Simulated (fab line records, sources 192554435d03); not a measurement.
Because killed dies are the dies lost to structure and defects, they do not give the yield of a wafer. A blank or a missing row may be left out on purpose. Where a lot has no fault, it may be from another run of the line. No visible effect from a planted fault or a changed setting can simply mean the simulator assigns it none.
fab line records	flow n5Finfet
[record] lots = 7	wafers = 39
route steps=1938 shown FIN_SAQP@96 HKMG_FIN@403 BEOL_M0_SAQP@638 BEOL_M1@792
startH: hours from the record's first day to the start of the lot's first wafer shown	waitH: hours since the lot's step before	" as in the row above	L1.1+2: several wafers, shown together as one row	- value missing, or start not given	* or withheld: withheld	< > ~ a bound
route shown NAME@n: a module of which the file shows steps, and the number in the route of the first	usual: mean and standard deviation over wafers with no fault	same: alike in all rows	chamber/n: place in a boat	sites: the reading at each site	_std_site: the values' standard deviation	_edge_site: outer sites' mean less inner sites'	radiusMm: for every site, how far away it sits from the centre of the wafer	mask NAME#n: copy n	behind: the last tool/chamber to shape the wafer	hold: reason for holding the lot/hours on hold/outcome of the hold	device: names the non-switching transistor (n, p or np)	end of line: tests run on the same wafers once the route is complete	for a step that has no rows: nothing shown but its recipe	killed: at the first sort, the dies lost to defects and structure; wafer yield is something else	map: per-die view of a wafer (x killed, . not killed, _ where there is no die)
set.NAME: the setting as run; set.NAME@STEP: as run at that earlier step	model.NAME: the simulator's own value behind a step, which no gauge read
lots whose settings were changed on purpose; a table a step, a row a wafer
[[steps]]
[step N5_FIN_SAQP_HM_DEP_03]
[recipe] material = SiNx	targetThkA = 380	tempC = 400	precursor = SiH4/NH3/N2	pressureTorr = 1.5	rfW = 300	timeS = 33.6
lot.wafer	tool	chamber	startH	waitH	set.timeS	model.SiNx_of_FIN_SAQP_HM_DEP_03.thkNm
L074.1	pecvd-03	0	21.61	0.2	18.49	20.94
L074.2	"	1	"	"	33.6	37.94
L074.3	"	2	"	"	18.49	20.89
L074.4	"	1	"	"	33.6	38.61
L074.5	"	2	"	"	33.6	38.47
L074.6	"	0	"	"	18.49	21.36
L077.2	pecvd-03	2	39.61	0.2	33.6	37.94
L077.4	"	0	"	"	33.6	39.02
L077.5	"	2	"	"	33.6	38.79
L078.1	pecvd-03	2	45.47	0.2	21.96	24.1
L078.2	"	0	"	"	33.6	37.95
L078.3	"	1	"	"	21.96	24.68
L078.4	"	0	"	"	33.6	38.5
L078.5	"	1	"	"	33.6	38.46
L078.6	"	2	"	"	21.96	25.2
L081.1	pecvd-03	1	63.12	0.2	33.6	37.9
L081.2	"	2	"	"	33.6	36.89
L081.3	"	0	"	"	33.6	37.66
L081.4	"	2	"	"	33.6	37.72
L081.5	"	1	"	"	33.6	38.62
L081.6	"	0	"	"	33.6	38.52
L087.1	pecvd-03	2	99.77	0.2	33.6	37.99
L087.2	"	1	"	"	41.93	47.89
L087.3	"	0	"	"	41.93	47.21
L087.4	"	2	"	"	41.93	48.13
L087.5	"	0	"	"	33.6	38.92
L087.6	"	1	"	"	33.6	39.14
L091.1	pecvd-04	0	122.37	0.2	33.6	38.36
L091.2	"	1	"	"	33.6	38.11
L091.3	"	2	"	"	33.6	38.18
L091.4+6	"	1,2	"	"	33.6	38.56
L091.5	"	0	"	"	33.6	39.29
L095.1	pecvd-02	1	149.40	0.2	33.6	37.44
L095.2	"	0	"	"	33.6	37.51
L095.3	"	2	"	"	33.6	37.5
L095.4	"	2	"	"	33.6	37.84
L095.5	"	0	"	"	33.6	38.15
L095.6	"	1	"	"	33.6	38.26
[step N5_FIN_SAQP_THK_MEAS_05]
[usual] thkNm = 38.1/0.5
lot.wafer	tool	chamber	startH	waitH	set.timeS@FIN_SAQP_HM_DEP_03	thkNm
L074.1	filmMetro-02	-	21.70	0.1	18.49	20.9
L074.2	"	-	"	"	33.6	37.9
L074.3	"	-	"	"	18.49	20.9
L074.4	"	-	"	"	33.6	38.7
L074.5	"	-	"	"	33.6	38.4
L074.6	"	-	"	"	18.49	21.4
L077.2	filmMetro-01	-	39.70	0.1	33.6	37.9
L077.4	"	-	"	"	33.6	39.0
L077.5	"	-	"	"	33.6	38.8
L078.1	filmMetro-01	-	45.56	0.1	21.96	24.1
L078.2	"	-	"	"	33.6	37.9
L078.3	"	-	"	"	21.96	24.7
L078.4	"	-	"	"	33.6	38.5
L078.5	"	-	"	"	33.6	38.5
L078.6	"	-	"	"	21.96	25.3
L081.1	filmMetro-02	-	63.20	0.1	33.6	38.0
L081.2	"	-	"	"	33.6	36.9
L081.3	"	-	"	"	33.6	37.6
L081.4	"	-	"	"	33.6	37.8
L081.5	"	-	"	"	33.6	38.6
L081.6	"	-	"	"	33.6	38.6
L087.1	filmMetro-01	-	99.86	0.1	33.6	38.0
L087.2	"	-	"	"	41.93	47.9
L087.3	"	-	"	"	41.93	47.2
L087.4	"	-	"	"	41.93	48.2
L087.5	"	-	"	"	33.6	38.9
L087.6	"	-	"	"	33.6	39.1
L091.1	filmMetro-02	-	122.46	0.1	33.6	38.3
L091.2	"	-	"	"	33.6	38.1
L091.3	"	-	"	"	33.6	38.2
L091.4	"	-	"	"	33.6	38.5
L091.5	"	-	"	"	33.6	39.3
L091.6	"	-	"	"	33.6	38.6
L095.1	filmMetro-01	-	149.49	0.1	33.6	37.4
L095.2	"	-	"	"	33.6	37.5
L095.3	"	-	"	"	33.6	37.5
L095.4	"	-	"	"	33.6	37.8
L095.5	"	-	"	"	33.6	38.2
L095.6	"	-	"	"	33.6	38.2
[step N5_FIN_SAQP_PECVD_47]
[recipe] material = a-Si	targetThkA = 450	tempC = 400	precursor = SiH4/He	pressureTorr = 3	rfW = 100	timeS = 36.3
[step N5_FIN_SAQP_PECVD_48]
[recipe] material = SiNx	targetThkA = 250	tempC = 400	precursor = SiH4/NH3/N2	pressureTorr = 1.5	rfW = 300	timeS = 22.1
[step N5_FIN_SAQP_SPACER2_ALD_28]
[recipe] material = SiO2	targetThkA = 81	tempC = 300	aldPrecursorFamily = BDEAS	aldCoReactant = O2-plasma	pulseTimeS = 1	purgeTimeS = 2	coReactantPurgeTimeS = 2	pressureTorr = 2
[step N5_FIN_SAQP_SPACER2_ETCHBACK_29]
[recipe] chemistry = CHF3/O2	mode = anisotropicEtchback	target = SiO2	targetDepthA = 122	timeS = 6.1	pressureMtorr = 30	sourceW = 650	biasW = 170	Ar_flow_sccm = 200	CHF3_flow_sccm = 50	O2_flow_sccm = 5	ionEnergyEv = 200
[step N5_FIN_SAQP_MANDREL2_REMOVE_60]
[recipe] chemistry = HBr/Cl2/O2	btTimeS = 10	target = a-Si	stopOn = SiNx	endpoint = OES-SiCl	overEtchFrac = 1	icpW = 600	biasW = 22	HBr_flow_sccm = 150	Cl2_flow_sccm = 80	O2_flow_sccm = 5	pressureMtorr = 10
lot.wafer	tool	chamber	startH	waitH	set.timeS@FIN_SAQP_HM_DEP_03	model.SiNx_of_FIN_SAQP_HM_DEP_03.thkNm
L074.1	rieSi-03	1	26.36	0.1	18.49	20.4
L074.2	"	2	"	"	33.6	37.4
L074.3	"	0	"	"	18.49	20.2
L074.4	"	3	"	"	33.6	38
L074.5	"	0	"	"	33.6	37.8
L074.6	"	1	"	"	18.49	20.8
L077.2	rieSi-06	0	44.91	0.1	33.6	37.2
L077.4	"	3	"	"	33.6	38.4
L077.5	"	0	"	"	33.6	38.2
L078.1	rieSi-01	3	50.44	0.1	21.96	23.4
L078.2	"	2	"	"	33.6	37.4
L078.3	"	1	"	"	21.96	24
L078.4+5	"	0,2	"	"	33.6	37.8
L078.6	"	3	"	"	21.96	24.6
L081.1	rieSi-06	0	67.66	0.1	33.6	37.2
L081.2	"	1	"	"	33.6	36.2
L081.3+4	"	3,2	"	"	33.6	37
L081.5	"	3	"	"	33.6	38
L081.6	"	2	"	"	33.6	37.8
L087.1	rieSi-03	0	104.09	0.1	33.6	37.2
L087.2	"	1	"	"	41.93	47.2
L087.3	"	2	"	"	41.93	46.6
L087.4	"	3	"	"	41.93	47.6
L087.5	"	3	"	"	33.6	38.2
L087.6	"	0	"	"	33.6	38.4
L091.1	rieSi-06	0	127.08	0.1	33.6	37.8
L091.2	"	3	"	"	33.6	37.4
L091.3	"	2	"	"	33.6	37.6
L091.4+6	"	1,3	"	"	33.6	38
L091.5	"	2	"	"	33.6	38.6
L095.1+2+3	rieSi-03	1,3,2	153.78	0.1	33.6	36.8
L095.4	"	0	"	"	33.6	37.2
L095.5+6	"	1,2	"	"	33.6	37.6
[step N5_FIN_SAQP_HM_OPEN_33]
[recipe] chemistry = CH3F/O2	target = SiNx	maskMaterial = SiO2	targetDepthA = 494	timeS = 70.6	pressureMtorr = 30	sourceW = 395	biasW = 73	Ar_flow_sccm = 150	CH3F_flow_sccm = 30	O2_flow_sccm = 20	ionEnergyEv = 120	ends = cleared
[usual] etchRfOnTimeS = 69.0/1.3
lot.wafer	tool	chamber	startH	waitH	set.timeS@FIN_SAQP_HM_DEP_03	etchRfOnTimeS	model.etch.depthNm
L074.1	rieDiel-02	0	26.63	0.2	18.49	37.3	20.31
L074.2	"	3	"	"	33.6	68.8	37.32
L074.3	"	1	"	"	18.49	38.0	20.26
L074.4	"	2	"	"	33.6	70.8	37.98
L074.5	"	3	"	"	33.6	69.8	37.85
L074.6	"	2	"	"	18.49	39.0	20.74
L077.2	rieDiel-01	3	45.11	0.1	33.6	69.3	37.28
L077.4	"	2	"	"	33.6	70.2	38.39
L077.5	"	3	"	"	33.6	71.0	38.13
L078.1	rieDiel-06	0	50.60	0.0	21.96	43.2	23.47
L078.2	"	2	"	"	33.6	69.5	37.33
L078.3	"	3	"	"	21.96	44.7	24.05
L078.4	"	1	"	"	33.6	70.4	37.77
L078.5	"	1	"	"	33.6	70.2	37.83
L078.6	"	0	"	"	21.96	44.9	24.57
L081.1	rieDiel-02	3	67.82	0.0	33.6	68.4	37.17
L081.2	"	0	"	"	33.6	65.4	36.27
L081.3	"	1	"	"	33.6	69.4	37.03
L081.4	"	1	"	"	33.6	69.0	37.09
L081.5	"	3	"	"	33.6	69.5	37.99
L081.6	"	0	"	"	33.6	68.8	37.9
L087.1	rieDiel-02	0	104.25	0.0	33.6	66.9	37.26
L087.2	"	2	"	"	41.93	84.6	47.26
L087.3	"	3	"	"	41.93	84.0	46.59
L087.4	"	1	"	"	41.93	89.0	47.5
L087.5	"	2	"	"	33.6	68.1	38.29
L087.6	"	3	"	"	33.6	69.9	38.4
L091.1	rieDiel-02	2	127.29	0.1	33.6	68.2	37.73
L091.2	"	0	"	"	33.6	68.2	37.45
L091.3	"	3	"	"	33.6	67.9	37.55
L091.4	"	3	"	"	33.6	68.5	37.92
L091.5	"	2	"	"	33.6	70.3	38.67
L091.6	"	0	"	"	33.6	68.2	37.93
L095.1	rieDiel-02	1	153.94	0.0	33.6	67.3	36.81
L095.2	"	0	"	"	33.6	68.3	36.88
L095.3	"	2	"	"	33.6	66.6	36.87
L095.4	"	3	"	"	33.6	68.3	37.22
L095.5	"	3	"	"	33.6	69.1	37.52
L095.6	"	2	"	"	33.6	68.2	37.63
[step N5_HKMG_FIN_ETCH_55]
[recipe] chemistry = N2/H2	target = SOC	targetDepthA = 2400	tempC = 40	timeS = 300	ionEnergyEv = 200	maskMaterial = SiARC	pressureMtorr = 30	sourceW = 840	biasW = 150	n2FlowSccm = 200	h2FlowSccm = 200
lot.wafer	tool	chamber	startH	waitH	set.timeS	model.HKMG_FIN.featureDepthNm	model.etch.depthNm	model.SiARC_of_HKMG_FIN_COAT_42.thkNm
L074.1	rieDiel-01	1	72.79	0.0	300	239.6	239.6	21.2
L074.2	"	0	"	"	128.3	103	103	29
L074.3	"	2	"	"	128.3	103.8	103.7	29
L074.4	"	3	"	"	128.3	101.8	101.7	29
L074.5	"	0	"	"	300	243.8	243.7	20.8
L074.6	"	3	"	"	300	234.8	234.8	21.2
L077.2	rieDiel-06	2	91.90	0.0	300	241.6	241.6	21.2
L077.4	"	1	"	"	300	240	239.9	21.2
L077.5	"	2	"	"	300	240.6	240.6	21.2
L078.1	rieDiel-01	0	97.21	0.0	300	239.8	239.8	21.4
L078.2	"	3	"	"	300	234	234	21.4
L078.3	"	1	"	"	300	236.6	236.6	21.4
L078.4	"	2	"	"	300	238.6	238.6	21.4
L078.5	"	3	"	"	300	234.4	234.5	21.4
L078.6	"	0	"	"	300	239.4	239.4	21.2
L081.1	rieDiel-01	2	116.10	0.0	300	244.8	244.8	21
L081.2	"	0	"	"	386.8	313.4	313.4	16.8
L081.3	"	1	"	"	300	239	239	21.2
L081.4	"	2	"	"	386.8	316.8	316.9	16.8
L081.5	"	1	"	"	300	239.8	239.7	21
L081.6	"	0	"	"	386.8	312	312	17
L087.1	rieDiel-01	1	150.46	0.0	300	239.6	239.5	21.4
L087.2	"	2	"	"	300	241.6	241.6	21.4
L087.3	"	0	"	"	300	241.6	241.7	21.2
L087.4	"	1	"	"	300	237.2	237.1	21.4
L087.5	"	2	"	"	300	240	239.9	21.4
L087.6	"	0	"	"	300	239.4	239.5	21.4
L091.1	rieDiel-01	1	171.13	0.0	300	235.6	235.6	21.4
L091.2	"	3	"	"	220.8	179	179	24.6
L091.3	"	2	"	"	220.8	177.2	177.2	24.8
L091.4	"	3	"	"	300	242.2	242.2	21
L091.5	"	1	"	"	220.8	172	172.1	25.2
L091.6	"	2	"	"	300	239.2	239.1	21.2
L095.1+6	rieDiel-01	1	198.81	0.0	226.8	177.6	177.7	24.8
L095.2	"	3	"	"	300	240	239.9	21.2
L095.3	"	0	"	"	300	242.4	242.4	21.2
L095.4	"	2	"	"	226.8	181.2	181.1	24.8
L095.5	"	2	"	"	300	238.2	238.2	21.4
[step N5_BEOL_M0_SAQP_PECVD_04]
[recipe] material = a-Si	targetThkA = 600	tempC = 350	precursor = SiH4/He	pressureTorr = 3	rfW = 100	timeS = 60.2
lot.wafer	tool	chamber	startH	waitH	set.timeS	model.a-Si_of_BEOL_M0_SAQP_PECVD_04.thkNm
L074.1	pecvd-02	2	106.13	0.0	80.43	78.8
L074.2	"	0	"	"	60.2	59.4
L074.3	"	1	"	"	80.43	79.2
L074.4	"	0	"	"	80.43	80.6
L074.5	"	1	"	"	60.2	60.8
L074.6	"	2	"	"	60.2	59.8
L077.2	pecvd-02	2	127.00	0.0	60.2	58.8
L077.4	"	2	"	"	60.2	59.4
L077.5	"	1	"	"	60.2	59.8
L078.1	pecvd-02	1	132.72	0.0	60.2	59.6
L078.2	"	2	"	"	78.59	77.4
L078.3	"	0	"	"	60.2	59
L078.4	"	2	"	"	78.59	78.6
L078.5	"	1	"	"	60.2	60.6
L078.6	"	0	"	"	78.59	79
L081.1	pecvd-04	2	151.22	0.0	60.2	60.2
L081.2	"	0	"	"	60.2	59.8
L081.3	"	1	"	"	90.87	90.2
L081.4	"	2	"	"	90.87	91.8
L081.5	"	1	"	"	90.87	92.6
L081.6	"	0	"	"	60.2	60.8
L087.1	pecvd-02	2	184.00	0.0	60.2	59.2
L087.2	"	1	"	"	60.2	60
L087.3	"	0	"	"	60.2	59.8
L087.4	"	2	"	"	60.2	60.2
L087.5	"	1	"	"	60.2	60.6
L087.6	"	0	"	"	60.2	60.8
L091.1	pecvd-01	1	204.99	0.0	60.2	59.4
L091.2	"	2	"	"	48.38	47.2
L091.3	"	0	"	"	48.38	47.4
L091.4+5	"	1,2	"	"	60.2	60.2
L091.6	"	0	"	"	48.38	49
L095.1	pecvd-04	0	234.33	0.0	89.3	88.4
L095.2	"	2	"	"	89.3	88.8
L095.3	"	1	"	"	89.3	88.6
L095.4	"	0	"	"	60.2	59.6
L095.5	"	1	"	"	60.2	61
L095.6	"	2	"	"	60.2	60.6
[step N5_BEOL_M0_SAQP_THK_MEAS_05]
[usual] thkNm = 60.0/0.7
lot.wafer	tool	chamber	startH	waitH	set.timeS@BEOL_M0_SAQP_PECVD_04	thkNm
L074.1	filmMetro-01	-	106.23	0.1	80.43	78.8
L074.2	"	-	"	"	60.2	59.5
L074.3	"	-	"	"	80.43	79.1
L074.4	"	-	"	"	80.43	80.7
L074.5	"	-	"	"	60.2	60.8
L074.6	"	-	"	"	60.2	59.9
L077.2	filmMetro-01	-	127.10	0.1	60.2	58.8
L077.4	"	-	"	"	60.2	59.5
L077.5	"	-	"	"	60.2	59.8
L078.1	filmMetro-01	-	132.81	0.1	60.2	59.6
L078.2	"	-	"	"	78.59	77.5
L078.3	"	-	"	"	60.2	59.0
L078.4	"	-	"	"	78.59	78.5
L078.5	"	-	"	"	60.2	60.7
L078.6	"	-	"	"	78.59	79.1
L081.1	filmMetro-01	-	151.32	0.1	60.2	60.2
L081.2	"	-	"	"	60.2	59.8
L081.3	"	-	"	"	90.87	90.1
L081.4	"	-	"	"	90.87	91.8
L081.5	"	-	"	"	90.87	92.7
L081.6	"	-	"	"	60.2	60.7
L087.1	filmMetro-01	-	184.10	0.1	60.2	59.2
L087.2	"	-	"	"	60.2	60.0
L087.3	"	-	"	"	60.2	59.7
L087.4	"	-	"	"	60.2	60.3
L087.5	"	-	"	"	60.2	60.6
L087.6	"	-	"	"	60.2	60.9
L091.1	filmMetro-01	-	205.08	0.1	60.2	59.3
L091.2	"	-	"	"	48.38	47.2
L091.3	"	-	"	"	48.38	47.4
L091.4	"	-	"	"	60.2	60.1
L091.5	"	-	"	"	60.2	60.2
L091.6	"	-	"	"	48.38	48.9
L095.1	filmMetro-02	-	234.43	0.1	89.3	88.4
L095.2	"	-	"	"	89.3	88.9
L095.3	"	-	"	"	89.3	88.6
L095.4	"	-	"	"	60.2	59.7
L095.5	"	-	"	"	60.2	61.1
L095.6	"	-	"	"	60.2	60.6
[step N5_BEOL_M0_SAQP_HM_DEP_111]
[recipe] material = SiO2	targetThkA = 120	tempC = 400	precursor = SiH4/N2O	pressureTorr = 0.75	rfW = 275	timeS = 7.2
[step N5_BEOL_M0_SAQP_COAT_81]
[recipe] resist = SOC	tempC = 250	timeS = 60	spinRpm = 1500	resistThkNm = 100
[step N5_BEOL_M0_SAQP_HM_OPEN_112]
[recipe] chemistry = CHF3/O2	target = SiO2	stopOn = a-Si	targetDepthA = 120	overEtchFrac = 1.25	maskMaterial = SOC	timeS = 13.5	pressureMtorr = 30	sourceW = 650	biasW = 170	Ar_flow_sccm = 200	CHF3_flow_sccm = 50	O2_flow_sccm = 5	ionEnergyEv = 200	ends = endPoint
[step N5_BEOL_M0_SAQP_STRIP_113]
[recipe] chemistry = CHF3/O2	resist = SiARC	rfFrequencyHz = 6e+07
[step N5_BEOL_M0_SAQP_MANDREL_ETCH_20]
[recipe] targetDepthA = 600	chemistry = HBr/Cl2	target = a-Si	stopOn = SiNx	btTimeS = 10	maskMaterial = SOC	overEtchFrac = 0.5	timeS = 30	pressureMtorr = 10	icpW = 800	biasW = 75	HBr_flow_sccm = 150	Cl2_flow_sccm = 80	ends = endPoint
[usual] oesProductAu = 0.781/0.014
lot.wafer	tool	chamber	startH	waitH	set.timeS@BEOL_M0_SAQP_PECVD_04	oesProductAu	model.etch.depthNm
L074.1	rieSi-04	1	106.98	0.0	80.43	0.924	78.81
L074.2	"	0	"	"	60.2	0.800	59.45
L074.3	"	3	"	"	80.43	0.907	79.15
L074.4	"	2	"	"	80.43	0.928	80.6
L074.5	"	1	"	"	60.2	0.782	60.85
L074.6	"	0	"	"	60.2	0.808	59.84
L077.2	rieSi-05	3	127.82	0.0	60.2	0.777	58.75
L077.4	"	3	"	"	60.2	0.788	59.45
L077.5	"	1	"	"	60.2	0.784	59.77
L078.1	rieSi-05	2	133.53	0.0	60.2	0.784	59.68
L078.2	"	3	"	"	78.59	0.923	77.49
L078.3	"	1	"	"	60.2	0.770	58.92
L078.4	"	2	"	"	78.59	0.926	78.51
L078.5	"	3	"	"	60.2	0.804	60.65
L078.6	"	1	"	"	78.59	0.927	79.02
L081.1	rieSi-02	0	152.04	0.0	60.2	0.774	60.21
L081.2	"	2	"	"	60.2	0.795	59.79
L081.3	"	3	"	"	90.87	1.021	90.12
L081.4	"	1	"	"	90.87	0.971	89.25
L081.5	"	1	"	"	90.87	0.985	89.34
L081.6	"	0	"	"	60.2	0.778	60.76
L087.1	rieSi-02	3	184.95	0.0	60.2	0.789	59.19
L087.2	"	2	"	"	60.2	0.803	60
L087.3	"	1	"	"	60.2	0.763	59.71
L087.4	"	0	"	"	60.2	0.772	60.22
L087.5	"	0	"	"	60.2	0.785	60.49
L087.6	"	3	"	"	60.2	0.803	60.87
L091.1	rieSi-05	3	205.93	0.0	60.2	0.778	59.29
L091.2	"	0	"	"	48.38	0.673	47.13
L091.3	"	2	"	"	48.38	0.690	47.39
L091.4	"	1	"	"	60.2	0.791	60.12
L091.5	"	1	"	"	60.2	0.792	60.23
L091.6	"	2	"	"	48.38	0.700	48.87
L095.1	rieSi-02	1	235.40	0.0	89.3	0.964	88.34
L095.2	"	0	"	"	89.3	0.985	88.81
L095.3	"	3	"	"	89.3	1.005	88.56
L095.4	"	2	"	"	60.2	0.792	59.68
L095.5	"	0	"	"	60.2	0.779	61.05
L095.6	"	1	"	"	60.2	0.766	60.64
[step N5_BEOL_M1_ALD_98]
[recipe] material = SiO2	targetThkA = 25	tempC = 100	aldPrecursorFamily = BDEAS	aldCoReactant = O2-plasma	pulseTimeS = 1	coReactantPulseTimeS = 1	purgeTimeS = 2	coReactantPurgeTimeS = 2	aldCycles = 17	pressureTorr = 2
lot.wafer	tool	chamber	startH	waitH	set.aldCycles	model.SiO2_of_BEOL_M1_ALD_98.thkNm
L074.1+4+6	aldSin-02	0,2,0	122.27	0.1	17	2.4
L074.2+3+5	"	1,3,3	"	"	8	1.2
L077.2+4	aldSin-01	0,1	140.55	0.1	17	2.6
L077.5	"	3	"	"	17	2.4
L078.1+2+3+4+5+6	aldSin-02	1,3,2,0,3,0	146.26	0.1	17	2.4
L081.1+3+4+5+6	aldSin-02	2,0,1,3,0	169.94	0.1	17	2.4
L081.2	"	3	"	"	17	2.6
L087.1+2+4	aldSin-01	1,2,0	204.08	0.2	17	2.4
L087.3	"	3	"	"	21	3.2
L087.5+6	"	3,2	"	"	21	3
L091.1+3+4	aldSin-01	0,2,1	221.40	1.3	17	2.4
L091.2+5+6	"	3,1,0	"	"	25	3.6
L095.1+2+6	aldSin-02	0,1,3	250.06	0.1	17	2.6
L095.3+4+5	"	3,2,0	"	"	12	1.8
[step N5_BEOL_M1_ETCHBACK_99]
[recipe] chemistry = CHF3	target = SiO2	targetDepthA = 50	timeS = 10.4	sourceW = 215	biasW = 47	Ar_flow_sccm = 200	CHF3_flow_sccm = 12	ionEnergyEv = 100	pressureMtorr = 30
[step N5_BEOL_M1_ETCH_70]
[recipe] chemistry = N2/H2	target = SOC	targetDepthA = 800	overetchA = 160	maskMaterial = SiARC	tempC = 40	timeS = 120	ionEnergyEv = 200	pressureMtorr = 30	sourceW = 840	biasW = 150	n2FlowSccm = 200	h2FlowSccm = 200
[step N5_BEOL_M1_STRIP_71]
[recipe] chemistry = N2/H2	tempC = 40	n2FlowSccm = 200	h2FlowSccm = 200	rfFrequencyHz = 6e+07
[step N5_BEOL_M1_STRIP_78]
[recipe] chemistry = N2/H2	tempC = 40	n2FlowSccm = 200	h2FlowSccm = 200	rfFrequencyHz = 6e+07
[step N5_BEOL_M1_VIA_ETCH_34]
[recipe] chemistry = C4F6/O2	targetDepthA = 678	maskMaterial = SOC	pressureMtorr = 15	ionEnergyEv = 250	taperDeg = 4	timeS = 64.4	sourceW = 350	biasW = 170	Ar_flow_sccm = 300	C4F6_flow_sccm = 10	O2_flow_sccm = 10
lot.wafer	tool	chamber	startH	waitH	set.aldCycles@BEOL_M1_ALD_98	model.BEOL_M1.cdNm
L074.1	rieDiel-05	1	126.69	0.0	17	17.6
L074.2+3	"	0,2	"	"	8	20.6
L074.4	"	3	"	"	17	18.2
L074.5	"	3	"	"	8	20.8
L074.6	"	0	"	"	17	18
L077.2	rieDiel-05	2	141.17	0.0	17	18
L077.4	"	3	"	"	17	18.2
L077.5	"	1	"	"	17	17.8
L078.1+4+6	rieDiel-03	0,0,1	146.82	0.0	17	17.8
L078.2+5	"	1,3	"	"	17	17.6
L078.3	"	3	"	"	17	18
L081.1	rieDiel-03	0	172.54	0.0	17	18.4
L081.2+4+6	"	3,2,0	"	"	17	18.2
L081.3+5	"	1,3	"	"	17	18
L087.1+4	rieDiel-05	2,0	213.61	0.0	17	18.2
L087.2	"	1	"	"	17	18
L087.3	"	3	"	"	21	17.2
L087.5	"	3	"	"	21	17
L087.6	"	0	"	"	21	16.8
L091.1+3+4	rieDiel-04	0,2,1	223.55	0.0	17	18
L091.2+5+6	"	3,0,1	"	"	25	15.6
L095.1	rieDiel-05	1	253.18	0.0	17	18
L095.2+6	"	0	"	"	17	18.2
L095.3+5	"	2,3	"	"	12	19.6
L095.4	"	3	"	"	12	19.8
[[key]]
[split] step = N5_FIN_SAQP_HM_DEP_03	setting = timeS	stated = 33.6	by = wafer
[response] step = N5_FIN_SAQP_HM_DEP_03	reading = model.SiNx_of_FIN_SAQP_HM_DEP_03.thkNm	change = +0.384	per = 1%	r = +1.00
[response] step = N5_FIN_SAQP_THK_MEAS_05	reading = thkNm	change = *	per = 1%	r = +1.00
[response] step = N5_FIN_SAQP_MANDREL2_REMOVE_60	reading = model.SiNx_of_FIN_SAQP_HM_DEP_03.thkNm	change = +0.385	per = 1%	r = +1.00
[response] step = N5_FIN_SAQP_HM_OPEN_33	reading = etchRfOnTimeS	change = *	per = 1%	r = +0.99
[response] step = N5_FIN_SAQP_HM_OPEN_33	reading = model.etch.depthNm	change = +0.384	per = 1%	r = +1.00
[split] step = N5_HKMG_FIN_ETCH_55	setting = timeS	stated = 300	by = wafer
[response] step = N5_HKMG_FIN_ETCH_55	reading = model.HKMG_FIN.featureDepthNm	change = +2.42	per = 1%	r = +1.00
[response] step = N5_HKMG_FIN_ETCH_55	reading = model.etch.depthNm	change = +2.42	per = 1%	r = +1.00
[response] step = N5_HKMG_FIN_ETCH_55	reading = model.SiARC_of_HKMG_FIN_COAT_42.thkNm	change = -0.14	per = 1%	r = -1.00
[split] step = N5_BEOL_M0_SAQP_PECVD_04	setting = timeS	stated = 60.2	by = wafer
[response] step = N5_BEOL_M0_SAQP_PECVD_04	reading = model.a-Si_of_BEOL_M0_SAQP_PECVD_04.thkNm	change = +0.599	per = 1%	r = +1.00
[response] step = N5_BEOL_M0_SAQP_THK_MEAS_05	reading = thkNm	change = *	per = 1%	r = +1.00
[response] step = N5_BEOL_M0_SAQP_MANDREL_ETCH_20	reading = oesProductAu	change = +0.0042	per = 1%	r = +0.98
[response] step = N5_BEOL_M0_SAQP_MANDREL_ETCH_20	reading = model.etch.depthNm	change = +0.584	per = 1%	r = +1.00
[split] step = N5_BEOL_M1_ALD_98	setting = aldCycles	stated = 17	by = wafer
[response] step = N5_BEOL_M1_ALD_98	reading = model.SiO2_of_BEOL_M1_ALD_98.thkNm	change = +0.0247	per = 1%	r = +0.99
[response] step = N5_BEOL_M1_VIA_ETCH_34	reading = model.BEOL_M1.cdNm	change = -0.0512	per = 1%	r = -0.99
